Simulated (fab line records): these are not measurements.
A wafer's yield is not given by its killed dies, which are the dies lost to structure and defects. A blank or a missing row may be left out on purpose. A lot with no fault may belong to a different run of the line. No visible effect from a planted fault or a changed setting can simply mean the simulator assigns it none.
The tool behind it: which one? :: flow nand_harc :: 12 lots, 36 wafers sampled, at 2 steps of a route of 1159

## WHAT EACH GAUGE READ, for each wafer
NHARC_P_M1_CD_MEAS_16.
lot: L075
measured: day 6 14:31
on: cd_sem-02
cd_nm (nm): 129.3 129.3 128.9

lot: L077
measured: day 7 00:05
on: cd_sem-03
cd_nm (nm): 129.4 130.5 129.3

lot: L080
measured: day 7 05:43
on: cd_sem-02
cd_nm (nm): 130.2 129.0 129.0

lot: L081
measured: day 7 17:56
on: cd_sem-03
cd_nm (nm): 129.2 130.3 130.2

lot: L083
measured: day 8 10:41
on: cd_sem-03
cd_nm (nm): 129.8 130.4 129.2

lot: L084
measured: day 8 19:08
on: cd_sem-02
cd_nm (nm): 130.7 130.3 130.9

lot: L087
measured: day 9 09:10
on: cd_sem-01
cd_nm (nm): 131.2 131.1 131.5

lot: L090
measured: day 10 02:32
on: cd_sem-02
cd_nm (nm): 130.0 129.3 130.0

lot: L091
measured: day 10 09:52
on: cd_sem-02
cd_nm (nm): 130.4 130.0 129.9

lot: L094
measured: day 10 19:20
on: cd_sem-02
cd_nm (nm): 130.8 131.5 130.4

lot: L095
measured: day 11 14:28
on: cd_sem-03
cd_nm (nm): 130.7 130.3 128.9

lot: L097
measured: day 12 04:43
on: cd_sem-02
cd_nm (nm): 130.8 129.8 130.5

## TOOL THAT RAN EACH LOT (tool first, then ch and the chambers of the sampled wafers, then the start)
lot: L075
NHARC_P_M0_PVD_20: pvd_sputter-01, day 6 14:31 or earlier

lot: L077
NHARC_P_M0_PVD_20: pvd_sputter-03, day 7 00:05 or earlier

lot: L080
NHARC_P_M0_PVD_20: pvd_sputter-02, day 7 05:43 or earlier

lot: L081
NHARC_P_M0_PVD_20: pvd_sputter-02, day 7 17:56 or earlier

lot: L083
NHARC_P_M0_PVD_20: pvd_sputter-01, day 8 10:41 or earlier

lot: L084
NHARC_P_M0_PVD_20: pvd_sputter-01, day 8 19:08 or earlier

lot: L087
NHARC_P_M0_PVD_20: pvd_sputter-01, day 9 09:10 or earlier

lot: L090
NHARC_P_M0_PVD_20: pvd_sputter-03, day 10 02:32 or earlier

lot: L091
NHARC_P_M0_PVD_20: pvd_sputter-01, day 10 09:52 or earlier

lot: L094
NHARC_P_M0_PVD_20: pvd_sputter-02, day 10 19:20 or earlier

lot: L095
NHARC_P_M0_PVD_20: pvd_sputter-03, day 11 14:28 or earlier

lot: L097
NHARC_P_M0_PVD_20: pvd_sputter-01, day 12 04:43 or earlier
- NHARC_P_M0_PVD_20: deposits TaN, target thk 5 nm, time 8.06 s.

## THE ANSWER, worked out from the rows above alone
Rule: usual is defined by the lots themselves. The widest of any qualifying gaps counts: lots, ordered by their means at a reading, are off when they make up no more than a third of the lots, leave a main group of 4 or more, and stand apart from it by 3 or more times the standard deviation of that group's means. The tables above print the reading to a certain number of digits; a main group whose means all agree to those digits is not used. Also off: a lot with no number at a reading for which 4 or more lots have one. The other lots that the step has rows for count as sound.
No lot is off at any reading shown: from this, nothing can be told.

## WHAT THE SIMULATOR HAD PUT IN
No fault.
